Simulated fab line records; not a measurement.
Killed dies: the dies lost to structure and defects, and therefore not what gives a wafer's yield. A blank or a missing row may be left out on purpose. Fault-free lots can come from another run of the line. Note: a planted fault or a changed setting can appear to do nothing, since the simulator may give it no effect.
Matching of chambers	flow n5_finfet	3 sister chambers for N5_BEOL_M10_DEP_56 on pecvd-03
The step deposits SiCN from 3MS/NH3, target thk 15 nm, time 26.5 s. 6 wafers are shown with their chamber, then 7 later ones without.

EACH WAFER AND ITS CHAMBER
wafer	chamber	showerhead_vpp_V (V)	throttle_valve_pct (%)
L078.1	0	926	8.8
L078.5	2	872	8.3
L080.1	0	938	9.4
L080.4	1	837	9.5
L086.2	2	863	8.5
L086.3	1	867	9.4

WAFERS MISSING THEIR CHAMBER
wafer	showerhead_vpp_V (V)	throttle_valve_pct (%)
L086.5	870	8.6
L090.3	866	9.5
L090.4	860	8.8
L090.5	858	9.8
L093.1	937	9.2
L093.2	850	9.6
L093.3	860	8.4

WHICH CHAMBER EACH WENT THROUGH
wafer	from the rows above	in truth
L086.5	2	2
L090.3	1	1
L090.4	can't be placed: 2 or 1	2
L090.5	1	1
L093.1	0	0
L093.2	1	1
L093.3	2	2
Correctly placed: 6 of 7. Not placeable from these rows: 1 (in 1, the candidates include the true chamber). 0 placed wrongly.
How it was worked out, from the rows above alone: a wafer's distance from a chamber is the root of the sum, over the readings, of the square of ((its reading less the chamber's mean) divided by the reading's scatter). The wafer belongs to the nearest chamber; if the next one is less than 2 further off, it can't be placed. For every chamber, the mean is computed from those of its wafers that are shown. How the scatter is found: for the shown wafers, subtract from each reading the mean of its chamber, square and add these, divide the total by (wafers less chambers), then take the root.
